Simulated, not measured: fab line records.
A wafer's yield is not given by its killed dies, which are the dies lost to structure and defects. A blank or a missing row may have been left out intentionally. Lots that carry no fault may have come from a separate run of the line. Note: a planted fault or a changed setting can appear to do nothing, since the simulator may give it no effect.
Matching of chambers + flow n5 finfet + 4 sister chambers for N5_BEOL_M0_SAQP_SPACER2_ALD_26 on ald sin-04
The step deposits SiO2, target thk 15 nm, pulse time 1 s, purge time 2 s. 20 wafers are shown with their chamber, then 10 later ones without.

== EACH WAFER AND ITS CHAMBER ==
| wafer  | chamber | heater power w (W) | precursor pulse height rel |
|--------|---------|--------------------|----------------------------|
| L075.1 | 2       | 545                | 1.027                      |
| L075.2 | 1       | 512                | 0.967                      |
| L075.4 | 3       | 528                | 1.004                      |
| L078.4 | 1       | 493                | 0.960                      |
| L078.5 | 3       | 522                | 1.026                      |
| L078.6 | 0       | 491                | 1.012                      |
| L080.1 | 1       | 483                | 1.001                      |
| L080.2 | 3       | 525                | 0.986                      |
| L080.6 | 1       | 491                | 1.030                      |
| L084.3 | 0       | 483                | 0.982                      |
| L084.4 | 3       | 526                | 1.018                      |
| L084.5 | 0       | 481                | 1.016                      |
| L086.2 | 0       | 477                | 0.970                      |
| L086.4 | 3       | 526                | 1.009                      |
| L086.6 | 2       | 525                | 0.993                      |
| L087.1 | 0       | 481                | 1.014                      |
| L087.4 | 3       | 518                | 1.016                      |
| L087.6 | 3       | 526                | 1.024                      |
| L089.2 | 1       | 506                | 1.031                      |
| L089.4 | 1       | 485                | 0.981                      |

SIGNATURES (means of the wafers above)
| reading                    | chamber 0 | chamber 1 | chamber 2 | chamber 3 | scatter within a chamber |
|----------------------------|-----------|-----------|-----------|-----------|--------------------------|
| heater power w             | 482.60    | 495.00    | 535.00    | 524.43    | 8.1                      |
| precursor pulse height rel | 0.99880   | 0.99500   | 1.01000   | 1.01186   | 0.0228                   |
Rule: a wafer lies at a distance from a chamber equal to the root of the sum of squares, over the readings, of (its reading less the chamber's mean, divided by the reading's scatter). The wafer belongs to the nearest chamber; if the next one is less than 2 further off, it can't be placed. How the scatter is found: for the shown wafers, subtract from each reading the mean of its chamber, square and add these, divide the total by (wafers less chambers), then take the root.

== WAFERS MISSING THEIR CHAMBER ==
| wafer  | heater power w (W) | precursor pulse height rel |
|--------|--------------------|----------------------------|
| L089.6 | 477                | 1.003                      |
| L091.3 | 512                | 0.965                      |
| L091.4 | 551                | 1.025                      |
| L091.5 | 493                | 1.003                      |
| L093.1 | 540                | 1.008                      |
| L093.3 | 496                | 1.014                      |
| L093.4 | 494                | 0.998                      |
| L096.1 | 545                | 1.016                      |
| L096.4 | 492                | 1.024                      |
| L096.6 | 534                | 0.954                      |

== CHAMBER TAKEN BY EACH ==
| wafer  | from the rows above               | in truth |
|--------|-----------------------------------|----------|
| L089.6 | can't be placed: 0 or 1           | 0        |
| L091.3 | can't be placed: 1 or 3 or 2 or 0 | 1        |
| L091.4 | can't be placed: 2 or 3           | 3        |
| L091.5 | can't be placed: 1 or 0           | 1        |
| L093.1 | can't be placed: 2 or 3           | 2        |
| L093.3 | can't be placed: 1 or 0           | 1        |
| L093.4 | can't be placed: 1 or 0           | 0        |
| L096.1 | can't be placed: 2 or 3           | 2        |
| L096.4 | can't be placed: 1 or 0           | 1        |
| L096.6 | can't be placed: 2 or 3           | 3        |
Correctly placed: 0 of 10. Can't be placed from these rows: 10 (the true chamber is among the candidates in 10). Number placed wrongly: 0.
